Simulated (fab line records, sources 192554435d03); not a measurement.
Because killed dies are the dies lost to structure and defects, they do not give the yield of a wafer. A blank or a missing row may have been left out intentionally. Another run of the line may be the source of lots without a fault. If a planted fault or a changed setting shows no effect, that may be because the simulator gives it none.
fab line records / flow n5Finfet
record: lots: 6 wafers: 18 lastDay: 18
route steps=1938 shown BEOL_M12@1637
lots with no fault: from the same line, run without faults
startH: hours from the record's opening day to when the first of the lot's shown wafers began / waitH: hours since the lot's step before / " the same as in the row above / L1.1+2: several wafers, shown together as one row / - no value, or no start was given / * or withheld: withheld / < > ~ a bound
route shown NAME@n: NAME is a module with steps in the file, n the number in the route of the first one / usual: mean/standard deviation taken from wafers without a fault / same: alike in all rows / chamber/n: place in a boat / sites: the reading at each site / _std_site: their standard deviation / _edge_site: mean of outer sites minus mean of inner sites / radiusMm: how far each site lies from the wafer's centre / mask NAME#n: copy n / behind: the last tool/chamber to shape the wafer / hold: cause of the lot's hold/its duration in hours/its outcome / device: which transistor (n, p or np) failed to switch / end of line: tests of these same wafers at the route's end / a step given without rows: its recipe and nothing more / killed: count of dies lost to structure and defects at first sort (not the wafer's yield) / map: dies across one wafer; x = killed, . = not, _ = none there
set.NAME: setting as actually run; set.NAME@STEP: the setting as run at that earlier step / model.NAME: the simulator's own value behind a step, which no gauge read
certain route steps with their lots: each step a table, each wafer a row
services: a tool's chamber out of use, with start hour (startH, from the record's first day; less than 0 if before it), hours out, and reason
== steps ==
step: N5_BEOL_M12_ETCH_68
recipe: chemistry: N2/H2 target: SOC maskMaterial: SiARC sourceW: 3000 biasW: 350 tempC: 40 timeS: 285 ionEnergyEv: 200 pressureMtorr: 30 n2FlowSccm: 200 h2FlowSccm: 200
usual: drypumpMotorCurrentA: 5.4/0.37 oesProductAu: 0.76/0.084 rfVppV: 523.5/3 showerheadPlenumPTorr: 2.53/0.099 throttleValvePct: 17.77/0.24
lot.wafer=L389.3 tool=rieDiel-02 chamber=1 startH=267.27 waitH=0.1 drypumpMotorCurrentA=5.0 oesProductAu=0.82 rfHoursCounterH=66 rfVppV=524.6 showerheadPlenumPTorr=2.57 throttleValvePct=17.45
lot.wafer=L389.4 tool=rieDiel-02 chamber=0 startH=267.27 waitH=0.1 drypumpMotorCurrentA=5.7 oesProductAu=0.68 rfHoursCounterH=232 rfVppV=519.6 showerheadPlenumPTorr=2.42 throttleValvePct=18.11
lot.wafer=L389.6 tool=rieDiel-02 chamber=3 startH=267.27 waitH=0.1 drypumpMotorCurrentA=5.4 oesProductAu=0.85 rfHoursCounterH=- rfVppV=524.7 showerheadPlenumPTorr=2.56 throttleValvePct=17.60
lot.wafer=L391.3 tool=rieDiel-02 chamber=0 startH=283.90 waitH=0.1 drypumpMotorCurrentA=5.7 oesProductAu=0.69 rfHoursCounterH=237 rfVppV=519.4 showerheadPlenumPTorr=2.42 throttleValvePct=18.11
lot.wafer=L391.4 tool=rieDiel-02 chamber=1 startH=283.90 waitH=0.1 drypumpMotorCurrentA=5.0 oesProductAu=0.83 rfHoursCounterH=71 rfVppV=526.4 showerheadPlenumPTorr=2.57 throttleValvePct=17.48
lot.wafer=L391.6 tool=rieDiel-02 chamber=2 startH=283.90 waitH=0.1 drypumpMotorCurrentA=5.9 oesProductAu=0.70 rfHoursCounterH=- rfVppV=525.4 showerheadPlenumPTorr=2.63 throttleValvePct=18.03
lot.wafer=L393.1 tool=rieDiel-05 chamber=0 startH=293.73 waitH=0.1 drypumpMotorCurrentA=4.9 oesProductAu=0.77 rfHoursCounterH=113 rfVppV=523.9 showerheadPlenumPTorr=2.56 throttleValvePct=17.43
lot.wafer=L393.3 tool=rieDiel-05 chamber=2 startH=293.73 waitH=0.1 drypumpMotorCurrentA=5.9 oesProductAu=0.69 rfHoursCounterH=236 rfVppV=526.3 showerheadPlenumPTorr=2.62 throttleValvePct=17.86
lot.wafer=L393.5 tool=rieDiel-05 chamber=3 startH=293.73 waitH=0.1 drypumpMotorCurrentA=5.7 oesProductAu=0.83 rfHoursCounterH=- rfVppV=528.0 showerheadPlenumPTorr=2.70 throttleValvePct=17.68
lot.wafer=L396.1 tool=rieDiel-05 chamber=2 startH=313.45 waitH=0.1 drypumpMotorCurrentA=5.9 oesProductAu=0.68 rfHoursCounterH=243 rfVppV=527.2 showerheadPlenumPTorr=2.62 throttleValvePct=17.89
lot.wafer=L396.3 tool=rieDiel-05 chamber=1 startH=313.45 waitH=0.1 drypumpMotorCurrentA=5.5 oesProductAu=0.71 rfHoursCounterH=236 rfVppV=520.0 showerheadPlenumPTorr=2.41 throttleValvePct=18.01
lot.wafer=L396.4 tool=rieDiel-05 chamber=3 startH=313.45 waitH=0.1 drypumpMotorCurrentA=5.7 oesProductAu=0.82 rfHoursCounterH=65 rfVppV=528.0 showerheadPlenumPTorr=2.69 throttleValvePct=17.70
lot.wafer=L404.3 tool=rieDiel-05 chamber=0 startH=361.10 waitH=0.1 drypumpMotorCurrentA=5.0 oesProductAu=0.75 rfHoursCounterH=140 rfVppV=524.2 showerheadPlenumPTorr=2.55 throttleValvePct=17.48
lot.wafer=L404.5 tool=rieDiel-05 chamber=0 startH=361.10 waitH=0.1 drypumpMotorCurrentA=5.0 oesProductAu=0.74 rfHoursCounterH=- rfVppV=523.5 showerheadPlenumPTorr=2.55 throttleValvePct=17.49
lot.wafer=L404.6 tool=rieDiel-05 chamber=1 startH=361.10 waitH=0.1 drypumpMotorCurrentA=5.5 oesProductAu=0.70 rfHoursCounterH=- rfVppV=520.2 showerheadPlenumPTorr=2.40 throttleValvePct=18.06
lot.wafer=L405.1 tool=rieDiel-04 chamber=2 startH=383.69 waitH=0.1 drypumpMotorCurrentA=4.8 oesProductAu=0.80 rfHoursCounterH=118 rfVppV=522.9 showerheadPlenumPTorr=2.44 throttleValvePct=17.64
lot.wafer=L405.2 tool=rieDiel-04 chamber=1 startH=383.69 waitH=0.1 drypumpMotorCurrentA=5.3 oesProductAu=0.89 rfHoursCounterH=33 rfVppV=525.4 showerheadPlenumPTorr=2.58 throttleValvePct=17.65
lot.wafer=L405.3 tool=rieDiel-04 chamber=3 startH=383.69 waitH=0.1 drypumpMotorCurrentA=5.7 oesProductAu=1.00 rfHoursCounterH=1 rfVppV=528.3 showerheadPlenumPTorr=2.72 throttleValvePct=17.50
step: N5_BEOL_M12_STRIP_69
recipe: chemistry: N2/H2 tempC: 40 n2FlowSccm: 200 h2FlowSccm: 200 rfFrequencyHz: 6e+07
step: N5_BEOL_M12_TRENCH_ETCH_34
recipe: chemistry: C4F8/O2/Ar target: SiOC targetDepthA: 3189.5 maskMaterial: SOC pressureMtorr: 30 sourceW: 3000 biasW: 700 Ar_flow_sccm: 400 C4F8_flow_sccm: 15 O2_flow_sccm: 8 heInnerTorr: 15 heOuterTorr: 30 timeS: 125.5 ionEnergyEv: 250
step: N5_BEOL_M12_STRIP_70
recipe: chemistry: C4F8/O2/Ar resist: SiARC rfFrequencyHz: 6e+07
step: N5_BEOL_M12_OCD_MEAS_35
usual: trenchDepthNm: 317/4.2
lot.wafer=L389.3 tool=ocd-02 chamber=- startH=267.61 waitH=0.0 trenchDepthNm=321
lot.wafer=L389.4 tool=ocd-02 chamber=- startH=267.61 waitH=0.0 trenchDepthNm=315
lot.wafer=L389.6 tool=ocd-02 chamber=- startH=267.61 waitH=0.0 trenchDepthNm=325
lot.wafer=L391.3 tool=ocd-01 chamber=- startH=284.24 waitH=0.0 trenchDepthNm=319
lot.wafer=L391.4 tool=ocd-01 chamber=- startH=284.24 waitH=0.0 trenchDepthNm=323
lot.wafer=L391.6 tool=ocd-01 chamber=- startH=284.24 waitH=0.0 trenchDepthNm=318
lot.wafer=L393.1 tool=ocd-02 chamber=- startH=294.07 waitH=0.0 trenchDepthNm=316
lot.wafer=L393.3 tool=ocd-02 chamber=- startH=294.07 waitH=0.0 trenchDepthNm=315
lot.wafer=L393.5 tool=ocd-02 chamber=- startH=294.07 waitH=0.0 trenchDepthNm=313
lot.wafer=L396.1 tool=ocd-01 chamber=- startH=313.78 waitH=0.0 trenchDepthNm=314
lot.wafer=L396.3 tool=ocd-01 chamber=- startH=313.78 waitH=0.0 trenchDepthNm=317
lot.wafer=L396.4 tool=ocd-01 chamber=- startH=313.78 waitH=0.0 trenchDepthNm=315
lot.wafer=L404.3 tool=ocd-01 chamber=- startH=361.44 waitH=0.0 trenchDepthNm=316
lot.wafer=L404.5 tool=ocd-01 chamber=- startH=361.44 waitH=0.0 trenchDepthNm=318
lot.wafer=L404.6 tool=ocd-01 chamber=- startH=361.44 waitH=0.0 trenchDepthNm=317
lot.wafer=L405.1 tool=ocd-02 chamber=- startH=384.02 waitH=0.0 trenchDepthNm=316
lot.wafer=L405.2 tool=ocd-02 chamber=- startH=384.02 waitH=0.0 trenchDepthNm=321
lot.wafer=L405.3 tool=ocd-02 chamber=- startH=384.02 waitH=0.0 trenchDepthNm=324
step: N5_BEOL_M12_STRIP_37
recipe: chemistry: N2/H2 powerW: 1000 tempC: 250 h2Frac: 0.65 overashFraction: 0.3 pressureMtorr: withheld n2FlowSccm: 1750 h2FlowSccm: 3250
step: N5_BEOL_M12_ETCH_38
recipe: chemistry: CF4/N2 target: SiCN targetDepthA: 687 taperDeg: 2 timeS: 73.4 ionEnergyEv: 150 maskMaterial: SiO2 pressureMtorr: 40 sourceW: 430 biasW: 70 Ar_flow_sccm: 100 cf4FlowSccm: 60 n2FlowSccm: 60
usual: drypumpMotorCurrentA: 5.4/0.39 oesProductAu: 0.77/0.099 rfVppV: 381.8/2.3 showerheadPlenumPTorr: 2.19/0.084 throttleValvePct: 15.47/0.19
lot.wafer=L389.3 tool=rieDiel-04 chamber=1 startH=271.22 waitH=- drypumpMotorCurrentA=5.3 oesProductAu=0.68 rfHoursCounterH=243 rfVppV=383.9 showerheadPlenumPTorr=2.26 throttleValvePct=15.74
lot.wafer=L389.4 tool=rieDiel-04 chamber=2 startH=271.22 waitH=- drypumpMotorCurrentA=4.8 oesProductAu=0.84 rfHoursCounterH=- rfVppV=380.7 showerheadPlenumPTorr=2.15 throttleValvePct=15.34
lot.wafer=L389.6 tool=rieDiel-04 chamber=3 startH=271.22 waitH=- drypumpMotorCurrentA=5.7 oesProductAu=0.67 rfHoursCounterH=- rfVppV=379.9 showerheadPlenumPTorr=2.09 throttleValvePct=15.57
lot.wafer=L391.3 tool=rieDiel-04 chamber=2 startH=285.40 waitH=- drypumpMotorCurrentA=4.8 oesProductAu=0.82 rfHoursCounterH=77 rfVppV=380.8 showerheadPlenumPTorr=2.14 throttleValvePct=15.35
lot.wafer=L391.4 tool=rieDiel-04 chamber=3 startH=285.40 waitH=- drypumpMotorCurrentA=5.7 oesProductAu=0.67 rfHoursCounterH=230 rfVppV=380.6 showerheadPlenumPTorr=2.09 throttleValvePct=15.57
lot.wafer=L391.6 tool=rieDiel-04 chamber=2 startH=285.40 waitH=- drypumpMotorCurrentA=4.8 oesProductAu=0.82 rfHoursCounterH=- rfVppV=380.4 showerheadPlenumPTorr=2.14 throttleValvePct=15.35
lot.wafer=L393.1 tool=rieDiel-04 chamber=0 startH=294.25 waitH=- drypumpMotorCurrentA=5.9 oesProductAu=0.67 rfHoursCounterH=233 rfVppV=378.4 showerheadPlenumPTorr=2.09 throttleValvePct=15.71
lot.wafer=L393.3 tool=rieDiel-04 chamber=2 startH=294.25 waitH=- drypumpMotorCurrentA=4.8 oesProductAu=0.82 rfHoursCounterH=80 rfVppV=381.9 showerheadPlenumPTorr=2.14 throttleValvePct=15.37
lot.wafer=L393.5 tool=rieDiel-04 chamber=3 startH=294.25 waitH=- drypumpMotorCurrentA=5.7 oesProductAu=0.66 rfHoursCounterH=- rfVppV=379.2 showerheadPlenumPTorr=2.09 throttleValvePct=15.57
lot.wafer=L396.1 tool=rieDiel-04 chamber=2 startH=313.90 waitH=- drypumpMotorCurrentA=4.8 oesProductAu=0.81 rfHoursCounterH=88 rfVppV=379.2 showerheadPlenumPTorr=2.14 throttleValvePct=15.39
lot.wafer=L396.3 tool=rieDiel-04 chamber=3 startH=313.90 waitH=- drypumpMotorCurrentA=5.6 oesProductAu=0.66 rfHoursCounterH=242 rfVppV=379.4 showerheadPlenumPTorr=2.09 throttleValvePct=15.59
lot.wafer=L396.4 tool=rieDiel-04 chamber=1 startH=313.90 waitH=- drypumpMotorCurrentA=5.3 oesProductAu=0.98 rfHoursCounterH=2 rfVppV=383.6 showerheadPlenumPTorr=2.26 throttleValvePct=15.27
lot.wafer=L404.3 tool=rieDiel-04 chamber=2 startH=361.93 waitH=- drypumpMotorCurrentA=4.8 oesProductAu=0.79 rfHoursCounterH=107 rfVppV=380.5 showerheadPlenumPTorr=2.13 throttleValvePct=15.43
lot.wafer=L404.5 tool=rieDiel-04 chamber=1 startH=361.93 waitH=- drypumpMotorCurrentA=5.3 oesProductAu=0.91 rfHoursCounterH=- rfVppV=384.0 showerheadPlenumPTorr=2.25 throttleValvePct=15.32
lot.wafer=L404.6 tool=rieDiel-04 chamber=2 startH=361.93 waitH=- drypumpMotorCurrentA=4.8 oesProductAu=0.80 rfHoursCounterH=- rfVppV=380.7 showerheadPlenumPTorr=2.13 throttleValvePct=15.41
lot.wafer=L405.1 tool=rieDiel-02 chamber=1 startH=384.91 waitH=- drypumpMotorCurrentA=5.0 oesProductAu=0.77 rfHoursCounterH=116 rfVppV=381.3 showerheadPlenumPTorr=2.22 throttleValvePct=15.30
lot.wafer=L405.2 tool=rieDiel-02 chamber=0 startH=384.91 waitH=- drypumpMotorCurrentA=5.7 oesProductAu=1.00 rfHoursCounterH=2 rfVppV=384.8 showerheadPlenumPTorr=2.36 throttleValvePct=15.10
lot.wafer=L405.3 tool=rieDiel-02 chamber=2 startH=384.91 waitH=- drypumpMotorCurrentA=5.9 oesProductAu=0.95 rfHoursCounterH=9 rfVppV=382.8 showerheadPlenumPTorr=2.26 throttleValvePct=15.30
step: N5_BEOL_M12_PRECLEAN_39
recipe: chemistry: residueRemover timeS: 60 tempC: 40
step: N5_BEOL_M12_SRD_40
recipe: timeS: 30 tempC: 23 rinseLiquid: diw dry: n2Spin spinRpm: 1500 dryTimeS: 30
step: N5_BEOL_M12_DEGAS_41
recipe: ambient: vacuum tempC: 250 timeS: 60
step: N5_BEOL_M12_PRE_CLEAN_42
recipe: gas: H2/He timeS: 30 tempC: 250
usual: heaterPowerW: 348/53
lot.wafer=L389.3 tool=pvdSputter-01 chamber=- startH=271.46 waitH=0.0 heaterPowerW=287
lot.wafer=L389.4 tool=pvdSputter-01 chamber=- startH=271.46 waitH=0.0 heaterPowerW=329
lot.wafer=L389.6 tool=pvdSputter-01 chamber=- startH=271.46 waitH=0.0 heaterPowerW=335
lot.wafer=L391.3 tool=pvdSputter-02 chamber=- startH=285.66 waitH=0.0 heaterPowerW=410
lot.wafer=L391.4 tool=pvdSputter-02 chamber=- startH=285.66 waitH=0.0 heaterPowerW=272
lot.wafer=L391.6 tool=pvdSputter-02 chamber=- startH=285.66 waitH=0.0 heaterPowerW=420
lot.wafer=L393.1 tool=pvdSputter-02 chamber=- startH=294.78 waitH=0.0 heaterPowerW=374
lot.wafer=L393.3 tool=pvdSputter-02 chamber=- startH=294.78 waitH=0.0 heaterPowerW=278
lot.wafer=L393.5 tool=pvdSputter-02 chamber=- startH=294.78 waitH=0.0 heaterPowerW=371
lot.wafer=L396.1 tool=pvdSputter-01 chamber=- startH=314.41 waitH=0.0 heaterPowerW=345
lot.wafer=L396.3 tool=pvdSputter-01 chamber=- startH=314.41 waitH=0.0 heaterPowerW=338
lot.wafer=L396.4 tool=pvdSputter-01 chamber=- startH=314.41 waitH=0.0 heaterPowerW=292
lot.wafer=L404.3 tool=pvdSputter-02 chamber=- startH=362.31 waitH=0.0 heaterPowerW=283
lot.wafer=L404.5 tool=pvdSputter-02 chamber=- startH=362.31 waitH=0.0 heaterPowerW=366
lot.wafer=L404.6 tool=pvdSputter-02 chamber=- startH=362.31 waitH=0.0 heaterPowerW=392
lot.wafer=L405.1 tool=pvdSputter-01 chamber=- startH=385.56 waitH=0.0 heaterPowerW=334
lot.wafer=L405.2 tool=pvdSputter-01 chamber=- startH=385.56 waitH=0.0 heaterPowerW=285
lot.wafer=L405.3 tool=pvdSputter-01 chamber=- startH=385.56 waitH=0.0 heaterPowerW=342
step: N5_BEOL_M12_SPUTTER_43
recipe: material: TaN targetThkA: 150 tempC: 50 biasV: 168.6 powerW: 15000 chamberPressurePa: 0.12 timeS: 24.19
usual: chamberPressurePa: 0.12002/0.00024 throttleValvePct: 29.7/0.99
lot.wafer=L389.3 tool=pvdSputter-01 chamber=- startH=271.50 waitH=0.0 chamberPressurePa=0.12014 throttleValvePct=30.2
lot.wafer=L389.4 tool=pvdSputter-01 chamber=- startH=271.50 waitH=0.0 chamberPressurePa=0.11998 throttleValvePct=28.5
lot.wafer=L389.6 tool=pvdSputter-01 chamber=- startH=271.50 waitH=0.0 chamberPressurePa=0.11982 throttleValvePct=28.4
lot.wafer=L391.3 tool=pvdSputter-02 chamber=- startH=285.70 waitH=0.0 chamberPressurePa=0.12001 throttleValvePct=30.2
lot.wafer=L391.4 tool=pvdSputter-02 chamber=- startH=285.70 waitH=0.0 chamberPressurePa=0.11973 throttleValvePct=28.7
lot.wafer=L391.6 tool=pvdSputter-02 chamber=- startH=285.70 waitH=0.0 chamberPressurePa=0.12008 throttleValvePct=30.3
lot.wafer=L393.1 tool=pvdSputter-02 chamber=- startH=294.82 waitH=0.0 chamberPressurePa=0.11986 throttleValvePct=29.6
lot.wafer=L393.3 tool=pvdSputter-02 chamber=- startH=294.82 waitH=0.0 chamberPressurePa=0.11988 throttleValvePct=28.9
lot.wafer=L393.5 tool=pvdSputter-02 chamber=- startH=294.82 waitH=0.0 chamberPressurePa=0.12017 throttleValvePct=29.8
lot.wafer=L396.1 tool=pvdSputter-01 chamber=- startH=314.45 waitH=0.0 chamberPressurePa=0.11955 throttleValvePct=29.0
lot.wafer=L396.3 tool=pvdSputter-01 chamber=- startH=314.45 waitH=0.0 chamberPressurePa=0.11998 throttleValvePct=28.2
lot.wafer=L396.4 tool=pvdSputter-01 chamber=- startH=314.45 waitH=0.0 chamberPressurePa=0.12005 throttleValvePct=30.2
lot.wafer=L404.3 tool=pvdSputter-02 chamber=- startH=362.35 waitH=0.0 chamberPressurePa=0.11987 throttleValvePct=28.5
lot.wafer=L404.5 tool=pvdSputter-02 chamber=- startH=362.35 waitH=0.0 chamberPressurePa=0.11967 throttleValvePct=29.7
lot.wafer=L404.6 tool=pvdSputter-02 chamber=- startH=362.35 waitH=0.0 chamberPressurePa=0.12039 throttleValvePct=30.1
lot.wafer=L405.1 tool=pvdSputter-01 chamber=- startH=385.60 waitH=0.0 chamberPressurePa=0.1195 throttleValvePct=28.3
lot.wafer=L405.2 tool=pvdSputter-01 chamber=- startH=385.60 waitH=0.0 chamberPressurePa=0.12032 throttleValvePct=30.3
lot.wafer=L405.3 tool=pvdSputter-01 chamber=- startH=385.60 waitH=0.0 chamberPressurePa=0.11966 throttleValvePct=28.9
step: N5_BEOL_M12_SPUTTER_44
recipe: material: Ta targetThkA: 100 tempC: 50 biasV: 80 powerW: 15000 chamberPressurePa: 0.07 timeS: 16.13
usual: chamberPressurePa: 0.07/0.00014 throttleValvePct: 29.7/1
lot.wafer=L389.3 tool=pvdSputter-01 chamber=- startH=271.58 waitH=0.0 chamberPressurePa=0.06999 throttleValvePct=30.4 model.Ta_of_BEOL_M12_SPUTTER_44.thkNm=10
lot.wafer=L389.4 tool=pvdSputter-01 chamber=- startH=271.58 waitH=0.0 chamberPressurePa=0.07019 throttleValvePct=28.5 model.Ta_of_BEOL_M12_SPUTTER_44.thkNm=10
lot.wafer=L389.6 tool=pvdSputter-01 chamber=- startH=271.58 waitH=0.0 chamberPressurePa=0.07021 throttleValvePct=28.1 model.Ta_of_BEOL_M12_SPUTTER_44.thkNm=10
lot.wafer=L391.3 tool=pvdSputter-02 chamber=- startH=285.78 waitH=0.0 chamberPressurePa=0.06974 throttleValvePct=30.1 model.Ta_of_BEOL_M12_SPUTTER_44.thkNm=10.4
lot.wafer=L391.4 tool=pvdSputter-02 chamber=- startH=285.78 waitH=0.0 chamberPressurePa=0.06983 throttleValvePct=29.0 model.Ta_of_BEOL_M12_SPUTTER_44.thkNm=10.6
lot.wafer=L391.6 tool=pvdSputter-02 chamber=- startH=285.78 waitH=0.0 chamberPressurePa=0.07005 throttleValvePct=30.3 model.Ta_of_BEOL_M12_SPUTTER_44.thkNm=10
lot.wafer=L393.1 tool=pvdSputter-02 chamber=- startH=294.90 waitH=0.0 chamberPressurePa=0.07015 throttleValvePct=29.6 model.Ta_of_BEOL_M12_SPUTTER_44.thkNm=10
lot.wafer=L393.3 tool=pvdSputter-02 chamber=- startH=294.90 waitH=0.0 chamberPressurePa=0.07003 throttleValvePct=28.7 model.Ta_of_BEOL_M12_SPUTTER_44.thkNm=10.6
lot.wafer=L393.5 tool=pvdSputter-02 chamber=- startH=294.90 waitH=0.0 chamberPressurePa=0.07012 throttleValvePct=29.9 model.Ta_of_BEOL_M12_SPUTTER_44.thkNm=10.4
lot.wafer=L396.1 tool=pvdSputter-01 chamber=- startH=314.53 waitH=0.0 chamberPressurePa=0.06999 throttleValvePct=29.0 model.Ta_of_BEOL_M12_SPUTTER_44.thkNm=10.2
lot.wafer=L396.3 tool=pvdSputter-01 chamber=- startH=314.53 waitH=0.0 chamberPressurePa=0.07003 throttleValvePct=28.2 model.Ta_of_BEOL_M12_SPUTTER_44.thkNm=10.2
lot.wafer=L396.4 tool=pvdSputter-01 chamber=- startH=314.53 waitH=0.0 chamberPressurePa=0.0699 throttleValvePct=30.5 model.Ta_of_BEOL_M12_SPUTTER_44.thkNm=10.2
lot.wafer=L404.3 tool=pvdSputter-02 chamber=- startH=362.43 waitH=0.0 chamberPressurePa=0.07026 throttleValvePct=28.9 model.Ta_of_BEOL_M12_SPUTTER_44.thkNm=10
lot.wafer=L404.5 tool=pvdSputter-02 chamber=- startH=362.43 waitH=0.0 chamberPressurePa=0.07021 throttleValvePct=29.7 model.Ta_of_BEOL_M12_SPUTTER_44.thkNm=9.8
lot.wafer=L404.6 tool=pvdSputter-02 chamber=- startH=362.43 waitH=0.0 chamberPressurePa=0.07009 throttleValvePct=30.0 model.Ta_of_BEOL_M12_SPUTTER_44.thkNm=10
lot.wafer=L405.1 tool=pvdSputter-01 chamber=- startH=385.68 waitH=0.0 chamberPressurePa=0.0699 throttleValvePct=28.4 model.Ta_of_BEOL_M12_SPUTTER_44.thkNm=10.2
lot.wafer=L405.2 tool=pvdSputter-01 chamber=- startH=385.68 waitH=0.0 chamberPressurePa=0.06967 throttleValvePct=30.6 model.Ta_of_BEOL_M12_SPUTTER_44.thkNm=10.2
lot.wafer=L405.3 tool=pvdSputter-01 chamber=- startH=385.68 waitH=0.0 chamberPressurePa=0.06999 throttleValvePct=28.7 model.Ta_of_BEOL_M12_SPUTTER_44.thkNm=10.2
step: N5_BEOL_M12_SPUTTER_45
recipe: material: Cu targetThkA: 800 tempC: -20 biasV: 60 powerW: 26000 chamberPressurePa: 0.13 timeS: 13.33
usual: chamberPressurePa: 0.12999/0.00025 chuckSensorTempC: -15.9/0.47 throttleValvePct: 29.7/0.98
lot.wafer=L389.3 tool=pvdSputter-01 chamber=- startH=271.66 waitH=0.0 chamberPressurePa=0.13021 chuckSensorTempC=-16.8 throttleValvePct=30.4
lot.wafer=L389.4 tool=pvdSputter-01 chamber=- startH=271.66 waitH=0.0 chamberPressurePa=0.12992 chuckSensorTempC=-16.0 throttleValvePct=28.1
lot.wafer=L389.6 tool=pvdSputter-01 chamber=- startH=271.66 waitH=0.0 chamberPressurePa=0.12959 chuckSensorTempC=-15.8 throttleValvePct=28.4
lot.wafer=L391.3 tool=pvdSputter-02 chamber=- startH=285.86 waitH=0.0 chamberPressurePa=0.12984 chuckSensorTempC=-15.8 throttleValvePct=30.4
lot.wafer=L391.4 tool=pvdSputter-02 chamber=- startH=285.86 waitH=0.0 chamberPressurePa=0.12988 chuckSensorTempC=-16.4 throttleValvePct=28.7
lot.wafer=L391.6 tool=pvdSputter-02 chamber=- startH=285.86 waitH=0.0 chamberPressurePa=0.13038 chuckSensorTempC=-15.9 throttleValvePct=30.5
lot.wafer=L393.1 tool=pvdSputter-02 chamber=- startH=294.98 waitH=0.0 chamberPressurePa=0.12983 chuckSensorTempC=-16.1 throttleValvePct=29.9
lot.wafer=L393.3 tool=pvdSputter-02 chamber=- startH=294.98 waitH=0.0 chamberPressurePa=0.1305 chuckSensorTempC=-16.2 throttleValvePct=28.8
lot.wafer=L393.5 tool=pvdSputter-02 chamber=- startH=294.98 waitH=0.0 chamberPressurePa=0.13014 chuckSensorTempC=-16.1 throttleValvePct=29.6
lot.wafer=L396.1 tool=pvdSputter-01 chamber=- startH=314.61 waitH=0.0 chamberPressurePa=0.13006 chuckSensorTempC=-15.9 throttleValvePct=28.9
lot.wafer=L396.3 tool=pvdSputter-01 chamber=- startH=314.61 waitH=0.0 chamberPressurePa=0.12998 chuckSensorTempC=-15.8 throttleValvePct=28.3
lot.wafer=L396.4 tool=pvdSputter-01 chamber=- startH=314.61 waitH=0.0 chamberPressurePa=0.13052 chuckSensorTempC=-16.8 throttleValvePct=30.2
lot.wafer=L404.3 tool=pvdSputter-02 chamber=- startH=362.51 waitH=0.0 chamberPressurePa=0.12969 chuckSensorTempC=-16.3 throttleValvePct=28.5
lot.wafer=L404.5 tool=pvdSputter-02 chamber=- startH=362.51 waitH=0.0 chamberPressurePa=0.12979 chuckSensorTempC=-16.0 throttleValvePct=29.8
lot.wafer=L404.6 tool=pvdSputter-02 chamber=- startH=362.51 waitH=0.0 chamberPressurePa=0.13036 chuckSensorTempC=-15.8 throttleValvePct=30.2
lot.wafer=L405.1 tool=pvdSputter-01 chamber=- startH=385.76 waitH=0.0 chamberPressurePa=0.13018 chuckSensorTempC=-15.9 throttleValvePct=28.1
lot.wafer=L405.2 tool=pvdSputter-01 chamber=- startH=385.76 waitH=0.0 chamberPressurePa=0.12971 chuckSensorTempC=-16.9 throttleValvePct=30.4
lot.wafer=L405.3 tool=pvdSputter-01 chamber=- startH=385.76 waitH=0.0 chamberPressurePa=0.1297 chuckSensorTempC=-15.7 throttleValvePct=28.4
== services ==
tool=rieDiel-05 chamber=1 startH=253.43 hours=2.5 kind=repair
tool=rieDiel-02 chamber=- startH=273.16 hours=0.6 kind=repair
tool=rieDiel-05 chamber=- startH=278.82 hours=0.5 kind=repair
tool=rieDiel-05 chamber=2 startH=282.21 hours=3.3 kind=repair
tool=rieDiel-04 chamber=1 startH=289.29 hours=- kind=clean
tool=rieDiel-04 chamber=1 startH=289.29 hours=- kind=consumableReplace:focusRing
tool=rieDiel-04 chamber=1 startH=289.29 hours=17.8 kind=scheduledDown
tool=rieDiel-04 chamber=1 startH=289.29 hours=17.8 kind=ventCycle
tool=rieDiel-02 chamber=3 startH=310.74 hours=16.3 kind=repair
tool=rieDiel-04 chamber=0 startH=330.12 hours=3.0 kind=repair
tool=rieDiel-05 chamber=2 startH=333.81 hours=16.7 kind=repair
tool=rieDiel-04 chamber=0 startH=341.05 hours=- kind=clean
tool=rieDiel-04 chamber=0 startH=341.05 hours=- kind=consumableReplace:focusRing
tool=rieDiel-04 chamber=0 startH=341.05 hours=- kind=consumableReplace:showerhead
tool=rieDiel-04 chamber=0 startH=341.05 hours=16.7 kind=scheduledDown
tool=rieDiel-04 chamber=0 startH=341.05 hours=16.7 kind=ventCycle
tool=rieDiel-04 chamber=3 startH=346.95 hours=4.0 kind=repair
tool=rieDiel-04 chamber=3 startH=358.27 hours=- kind=clean
tool=rieDiel-04 chamber=3 startH=358.27 hours=- kind=consumableReplace:esc
tool=rieDiel-04 chamber=3 startH=358.27 hours=- kind=consumableReplace:focusRing
tool=rieDiel-04 chamber=3 startH=358.27 hours=- kind=consumableReplace:showerhead
tool=rieDiel-04 chamber=3 startH=358.27 hours=23.9 kind=scheduledDown
tool=rieDiel-05 chamber=- startH=364.22 hours=2.8 kind=pm
tool=pvdSputter-01 chamber=- startH=379.91 hours=1.3 kind=repair
== key ==
firstSign none at tools or gauges
modelEffect: step: N5_BEOL_M12_SPUTTER_44 value: Ta_of_BEOL_M12_SPUTTER_44.thkNm without: 10.05 struck: 10.5
metAt N5_BEOL_M12_SPUTTER_44
struckWafers L391.3,L391.4,L393.3,L393.5
fault: kind: processParameterDrift tool: pvdSputter-02 chamber: - onsetH: 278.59 steps: N5_BEOL_M12_SPUTTER_44 channel: timeS offset: * shape: step endH: 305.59 scope: struckWafersOnly actsIn: * stated: *
